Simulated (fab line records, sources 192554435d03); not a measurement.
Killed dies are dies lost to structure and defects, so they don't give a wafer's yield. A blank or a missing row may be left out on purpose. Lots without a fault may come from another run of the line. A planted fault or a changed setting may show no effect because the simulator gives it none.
Which tool did it? | flow n5_finfet | 24 lots, 72 wafers sampled, at 6 steps of a route of 1938

WHAT THE GAUGES READ, wafer by wafer
N5_BEOL_M2_THK_MEAS_53: measures by xrf. Usual: M2_THK 41.0 nm, standard deviation 1.5.
lot  | measured     | on            | M2_THK (nm)    | flag
L074 | day 8 00:47  | film_metro-01 | 40.1 39.2 38.6 |
L075 | day 8 02:01  | film_metro-01 | 43.0 42.7 42.7 |
L076 | day 8 05:14  | film_metro-01 | 42.7 40.5 39.7 |
L077 | day 8 08:19  | film_metro-02 | 39.2 37.7 41.1 |
L078 | day 8 11:05  | film_metro-01 | 41.8 41.2 41.1 |
L079 | day 8 13:16  | film_metro-01 | 41.0 40.5 41.5 |
L080 | day 8 13:55  | film_metro-02 | 41.4 39.9 38.6 |
L081 | day 8 17:08  | film_metro-01 | 38.0 39.3 38.4 |
L082 | day 8 19:11  | film_metro-01 | 38.6 38.1 41.6 |
L083 | day 9 02:03  | film_metro-01 | 38.8 39.8 40.4 |
L085 | day 10 10:31 | film_metro-02 | 40.5 40.7 41.8 |
L084 | day 10 14:19 | film_metro-01 | 41.0 42.8 42.7 |
L086 | day 10 16:55 | film_metro-02 | 40.7 41.8 41.6 |
L087 | day 10 20:19 | film_metro-01 | 41.6 44.0 42.1 |
L088 | day 10 20:32 | film_metro-02 | 43.1 38.8 40.4 |
L089 | day 10 22:34 | film_metro-01 | 43.1 41.5 43.1 |
L091 | day 11 04:39 | film_metro-01 | 42.5 39.2 41.5 |
L090 | day 11 04:41 | film_metro-02 | 42.4 41.2 42.1 |
L093 | day 11 13:26 | film_metro-01 | 42.0 40.2 43.2 |
L092 | day 11 13:36 | film_metro-02 | 39.5 37.0 38.7 |
L094 | day 12 13:49 | film_metro-02 | 41.0 42.6 42.7 |
L095 | day 12 21:45 | film_metro-02 | 40.0 39.9 40.1 |
L097 | day 13 01:47 | film_metro-02 | 39.8 39.4 38.6 |
L096 | day 13 11:36 | film_metro-02 | 40.6 40.9 39.6 |

N5_BEOL_M3_CD_MEAS_28: target cd 25.7 nm, target cd y 23.3 nm. Usual: cd_nm 25.75 nm, standard deviation 0.23.
lot  | measured     | on        | cd_nm (nm)        | flag
L074 | day 8 04:55  | cd_sem-03 | 26.03 25.84 25.32 |
L075 | day 8 05:05  | cd_sem-03 | 25.79 25.58 25.91 |
L076 | day 8 08:00  | cd_sem-02 | 25.92 25.98 26.17 |
L077 | day 8 11:36  | cd_sem-03 | 25.85 25.92 25.35 |
L078 | day 8 16:28  | cd_sem-03 | 25.99 25.73 25.80 |
L079 | day 8 17:07  | cd_sem-03 | 25.99 25.96 26.23 |
L080 | day 8 17:23  | cd_sem-03 | 25.68 25.88 25.87 |
L081 | day 8 20:05  | cd_sem-02 | 25.44 25.72 25.39 |
L082 | day 8 21:09  | cd_sem-01 | 25.64 25.75 26.04 |
L083 | day 9 04:24  | cd_sem-01 | 25.49 25.77 26.49 |
L085 | day 10 14:35 | cd_sem-02 | 25.68 25.69 25.40 |
L084 | day 10 17:45 | cd_sem-02 | 25.69 25.69 25.22 |
L086 | day 10 19:11 | cd_sem-01 | 25.43 25.64 25.45 |
L087 | day 10 22:50 | cd_sem-01 | 25.96 25.98 25.74 |
L088 | day 10 23:10 | cd_sem-02 | 25.73 25.70 25.67 |
L089 | day 11 02:14 | cd_sem-01 | 25.80 25.81 25.57 |
L091 | day 11 07:55 | cd_sem-03 | 25.95 25.68 25.59 |
L090 | day 11 08:04 | cd_sem-01 | 25.46 25.96 25.68 |
L093 | day 11 16:47 | cd_sem-03 | 25.83 26.00 25.51 |
L092 | day 11 17:09 | cd_sem-02 | 25.70 25.55 25.53 |
L094 | day 12 16:56 | cd_sem-01 | 25.70 25.58 26.09 |
L095 | day 13 01:49 | cd_sem-02 | 26.02 25.84 25.77 |
L097 | day 13 06:11 | cd_sem-03 | 25.50 25.71 25.39 |
L096 | day 13 14:46 | cd_sem-01 | 25.98 25.50 26.06 |

WHICH TOOL RAN EACH LOT (tool, then ch and the chambers of the sampled wafers, then the start)
lot  | N5_BEOL_M2_SPUTTER_81        | N5_BEOL_M2_ANNEAL_89         | N5_BEOL_M2_SPUTTER_92        | N5_BEOL_M2_SPUTTER_94
L074 | pvd_sputter-03, day 7 22:20  | pvd_sputter-03, day 7 22:52  | pvd_sputter-03, day 7 23:13  | pvd_sputter-03, day 7 23:26
L075 | pvd_sputter-02, day 7 23:54  | pvd_sputter-02, day 8 00:25  | pvd_sputter-02, day 8 00:47  | pvd_sputter-02, day 8 01:00
L076 | pvd_sputter-03, day 8 03:07  | pvd_sputter-03, day 8 03:38  | pvd_sputter-03, day 8 04:00  | pvd_sputter-03, day 8 04:13
L077 | pvd_sputter-01, day 8 06:05  | pvd_sputter-01, day 8 06:37  | pvd_sputter-01, day 8 06:58  | pvd_sputter-01, day 8 07:11
L078 | pvd_sputter-02, day 8 08:59  | pvd_sputter-02, day 8 09:30  | pvd_sputter-02, day 8 09:52  | pvd_sputter-02, day 8 10:05
L079 | pvd_sputter-01, day 8 11:09  | pvd_sputter-01, day 8 11:40  | pvd_sputter-01, day 8 12:02  | pvd_sputter-01, day 8 12:15
L080 | pvd_sputter-03, day 8 11:48  | pvd_sputter-03, day 8 12:19  | pvd_sputter-03, day 8 12:41  | pvd_sputter-03, day 8 12:54
L081 | pvd_sputter-01, day 8 14:57  | pvd_sputter-01, day 8 15:28  | pvd_sputter-01, day 8 15:50  | pvd_sputter-01, day 8 16:03
L082 | pvd_sputter-02, day 8 17:05  | pvd_sputter-02, day 8 17:36  | pvd_sputter-02, day 8 17:58  | pvd_sputter-02, day 8 18:11
L083 | pvd_sputter-03, day 8 23:22  | pvd_sputter-03, day 8 23:53  | pvd_sputter-03, day 9 00:15  | pvd_sputter-03, day 9 00:28
L085 | pvd_sputter-02, day 10 08:24 | pvd_sputter-02, day 10 08:55 | pvd_sputter-02, day 10 09:17 | pvd_sputter-02, day 10 09:30
L084 | pvd_sputter-01, day 10 12:12 | pvd_sputter-01, day 10 12:43 | pvd_sputter-01, day 10 13:05 | pvd_sputter-01, day 10 13:18
L086 | pvd_sputter-02, day 10 14:38 | pvd_sputter-02, day 10 15:10 | pvd_sputter-02, day 10 15:31 | pvd_sputter-02, day 10 15:44
L087 | pvd_sputter-01, day 10 18:07 | pvd_sputter-01, day 10 18:38 | pvd_sputter-01, day 10 18:59 | pvd_sputter-01, day 10 19:13
L088 | pvd_sputter-02, day 10 18:20 | pvd_sputter-02, day 10 18:52 | pvd_sputter-02, day 10 19:13 | pvd_sputter-02, day 10 19:26
L089 | pvd_sputter-03, day 10 20:08 | pvd_sputter-03, day 10 20:40 | pvd_sputter-03, day 10 21:01 | pvd_sputter-03, day 10 21:14
L091 | pvd_sputter-01, day 11 02:32 | pvd_sputter-01, day 11 03:04 | pvd_sputter-01, day 11 03:25 | pvd_sputter-01, day 11 03:38
L090 | pvd_sputter-02, day 11 02:34 | pvd_sputter-02, day 11 03:05 | pvd_sputter-02, day 11 03:26 | pvd_sputter-02, day 11 03:40
L093 | pvd_sputter-03, day 11 11:19 | pvd_sputter-03, day 11 11:50 | pvd_sputter-03, day 11 12:12 | pvd_sputter-03, day 11 12:25
L092 | pvd_sputter-01, day 11 11:29 | pvd_sputter-01, day 11 12:01 | pvd_sputter-01, day 11 12:22 | pvd_sputter-01, day 11 12:35
L094 | pvd_sputter-02, day 12 11:42 | pvd_sputter-02, day 12 12:13 | pvd_sputter-02, day 12 12:35 | pvd_sputter-02, day 12 12:48
L095 | pvd_sputter-01, day 12 19:21 | pvd_sputter-01, day 12 19:52 | pvd_sputter-01, day 12 20:14 | pvd_sputter-01, day 12 20:27
L097 | pvd_sputter-03, day 12 23:41 | pvd_sputter-03, day 13 00:12 | pvd_sputter-03, day 13 00:34 | pvd_sputter-03, day 13 00:47
L096 | pvd_sputter-01, day 13 09:29 | pvd_sputter-01, day 13 10:01 | pvd_sputter-01, day 13 10:22 | pvd_sputter-01, day 13 10:35
- N5_BEOL_M2_SPUTTER_81: material Cu, target thk 4.5 nm, time 8.29 s.
- N5_BEOL_M2_ANNEAL_89: time 240 s.
- N5_BEOL_M2_SPUTTER_92: material Cu, target thk 4.5 nm, time 8.29 s.
- N5_BEOL_M2_SPUTTER_94: material Cu, target thk 4.5 nm, time 8.29 s.

WHAT THE TOOLS THEMSELVES READ (means of the sampled wafers that have a number; where no wafer has one, the mark that the record gives instead)
N5_BEOL_M2_SPUTTER_81. Usual: substrate_temp_c -20.00 C, standard deviation 0.11; throttle_valve_pct 30.6 %, standard deviation 0.86.
lot  | tool           | substrate_temp_c (C) | throttle_valve_pct (%) | flag
L074 | pvd_sputter-03 | -19.98               | 31.4                   |
L075 | pvd_sputter-02 | -19.97               | 30.8                   |
L076 | pvd_sputter-03 | -20.02               | 31.0                   |
L077 | pvd_sputter-01 | -20.03               | 29.9                   |
L078 | pvd_sputter-02 | -20.01               | 31.6                   |
L079 | pvd_sputter-01 | -20.06               | 30.3                   |
L080 | pvd_sputter-03 | -20.03               | 31.4                   |
L081 | pvd_sputter-01 | -20.01               | 29.9                   |
L082 | pvd_sputter-02 | -19.93               | 30.9                   |
L083 | pvd_sputter-03 | -20.02               | 31.4                   |
L085 | pvd_sputter-02 | -20.13               | 30.7                   |
L084 | pvd_sputter-01 | -19.96               | 29.9                   |
L086 | pvd_sputter-02 | -20.10               | 30.5                   |
L087 | pvd_sputter-01 | -20.03               | 29.9                   |
L088 | pvd_sputter-02 | -20.00               | 31.5                   |
L089 | pvd_sputter-03 | -19.95               | 30.9                   |
L091 | pvd_sputter-01 | -20.00               | 30.0                   |
L090 | pvd_sputter-02 | -19.91               | 30.6                   |
L093 | pvd_sputter-03 | -20.00               | 31.7                   |
L092 | pvd_sputter-01 | -19.90               | 30.1                   |
L094 | pvd_sputter-02 | -20.10               | 31.6                   |
L095 | pvd_sputter-01 | -20.12               | 29.8                   |
L097 | pvd_sputter-03 | -20.05               | 31.3                   |
L096 | pvd_sputter-01 | -19.88               | 30.2                   |

N5_BEOL_M2_ANNEAL_89. Usual: heater_power_w 791 W, standard deviation 56.
lot  | tool           | heater_power_w (W) | flag
L074 | pvd_sputter-03 | 806                |
L075 | pvd_sputter-02 | 732                |
L076 | pvd_sputter-03 | 785                |
L077 | pvd_sputter-01 | 789                |
L078 | pvd_sputter-02 | 776                |
L079 | pvd_sputter-01 | 813                |
L080 | pvd_sputter-03 | 814                |
L081 | pvd_sputter-01 | 814                |
L082 | pvd_sputter-02 | 738                |
L083 | pvd_sputter-03 | 801                |
L085 | pvd_sputter-02 | 757                |
L084 | pvd_sputter-01 | 853                |
L086 | pvd_sputter-02 | 768                |
L087 | pvd_sputter-01 | 830                |
L088 | pvd_sputter-02 | 799                |
L089 | pvd_sputter-03 | 785                |
L091 | pvd_sputter-01 | 816                |
L090 | pvd_sputter-02 | 775                |
L093 | pvd_sputter-03 | 832                |
L092 | pvd_sputter-01 | 789                |
L094 | pvd_sputter-02 | 755                |
L095 | pvd_sputter-01 | 824                |
L097 | pvd_sputter-03 | 825                |
L096 | pvd_sputter-01 | 815                |

N5_BEOL_M2_SPUTTER_92. Usual: substrate_temp_c -19.99 C, standard deviation 0.11; throttle_valve_pct 30.6 %, standard deviation 0.87.
lot  | tool           | substrate_temp_c (C) | throttle_valve_pct (%) | flag
L074 | pvd_sputter-03 | -20.03               | 31.5                   |
L075 | pvd_sputter-02 | -20.01               | 30.9                   |
L076 | pvd_sputter-03 | -19.94               | 31.0                   |
L077 | pvd_sputter-01 | -19.96               | 30.1                   |
L078 | pvd_sputter-02 | -20.09               | 31.6                   |
L079 | pvd_sputter-01 | -20.01               | 30.2                   |
L080 | pvd_sputter-03 | -20.03               | 31.4                   |
L081 | pvd_sputter-01 | -19.88               | 30.0                   |
L082 | pvd_sputter-02 | -19.91               | 30.8                   |
L083 | pvd_sputter-03 | -20.01               | 31.4                   |
L085 | pvd_sputter-02 | -19.88               | 30.5                   |
L084 | pvd_sputter-01 | -20.10               | 30.0                   |
L086 | pvd_sputter-02 | -20.01               | 30.6                   |
L087 | pvd_sputter-01 | -19.96               | 29.9                   |
L088 | pvd_sputter-02 | -20.00               | 31.5                   |
L089 | pvd_sputter-03 | -20.03               | 31.0                   |
L091 | pvd_sputter-01 | -19.98               | 29.9                   |
L090 | pvd_sputter-02 | -20.06               | 30.7                   |
L093 | pvd_sputter-03 | -20.02               | 31.7                   |
L092 | pvd_sputter-01 | -19.97               | 30.2                   |
L094 | pvd_sputter-02 | -19.94               | 31.5                   |
L095 | pvd_sputter-01 | -20.13               | 30.0                   |
L097 | pvd_sputter-03 | -19.93               | 31.3                   |
L096 | pvd_sputter-01 | -19.98               | 30.0                   |

N5_BEOL_M2_SPUTTER_94. Usual: substrate_temp_c -19.99 C, standard deviation 0.11; throttle_valve_pct 30.6 %, standard deviation 0.88.
lot  | tool           | substrate_temp_c (C) | throttle_valve_pct (%) | flag
L074 | pvd_sputter-03 | -20.03               | 31.3                   |
L075 | pvd_sputter-02 | -20.04               | 30.9                   |
L076 | pvd_sputter-03 | -19.93               | 31.1                   |
L077 | pvd_sputter-01 | -19.82               | 29.9                   |
L078 | pvd_sputter-02 | -19.95               | 31.5                   |
L079 | pvd_sputter-01 | -19.84               | 30.1                   |
L080 | pvd_sputter-03 | -20.03               | 31.6                   |
L081 | pvd_sputter-01 | -20.02               | 30.0                   |
L082 | pvd_sputter-02 | -20.08               | 30.9                   |
L083 | pvd_sputter-03 | -19.93               | 31.2                   |
L085 | pvd_sputter-02 | -19.87               | 30.5                   |
L084 | pvd_sputter-01 | -19.92               | 30.1                   |
L086 | pvd_sputter-02 | -19.95               | 30.5                   |
L087 | pvd_sputter-01 | -20.09               | 29.8                   |
L088 | pvd_sputter-02 | -20.03               | 31.6                   |
L089 | pvd_sputter-03 | -19.95               | 30.9                   |
L091 | pvd_sputter-01 | -19.92               | 29.8                   |
L090 | pvd_sputter-02 | -20.05               | 30.6                   |
L093 | pvd_sputter-03 | -20.20               | 31.7                   |
L092 | pvd_sputter-01 | -19.92               | 30.2                   |
L094 | pvd_sputter-02 | -20.08               | 31.5                   |
L095 | pvd_sputter-01 | -19.97               | 29.9                   |
L097 | pvd_sputter-03 | -19.99               | 31.2                   |
L096 | pvd_sputter-01 | -19.98               | 30.1                   |

THE ANSWER, worked out from the rows above alone
Rule: a lot is off if the mean of its wafers that have a number lies more than 3 standard deviations from the usual mean. A lot without any number at a reading at which 4 lots or more have one is off too. The other lots that the step has rows for count as sound. The gauges are gone through in route order, then the tools' own readings, and for those a lot's mean is taken as printed above. The first step at which some lot is off is used, and at that step the reading that is off furthest; a lot without a number counts as furthest.
No lot is off at any reading shown: from this, nothing can be told.

WHAT THE SIMULATOR HAD PUT IN
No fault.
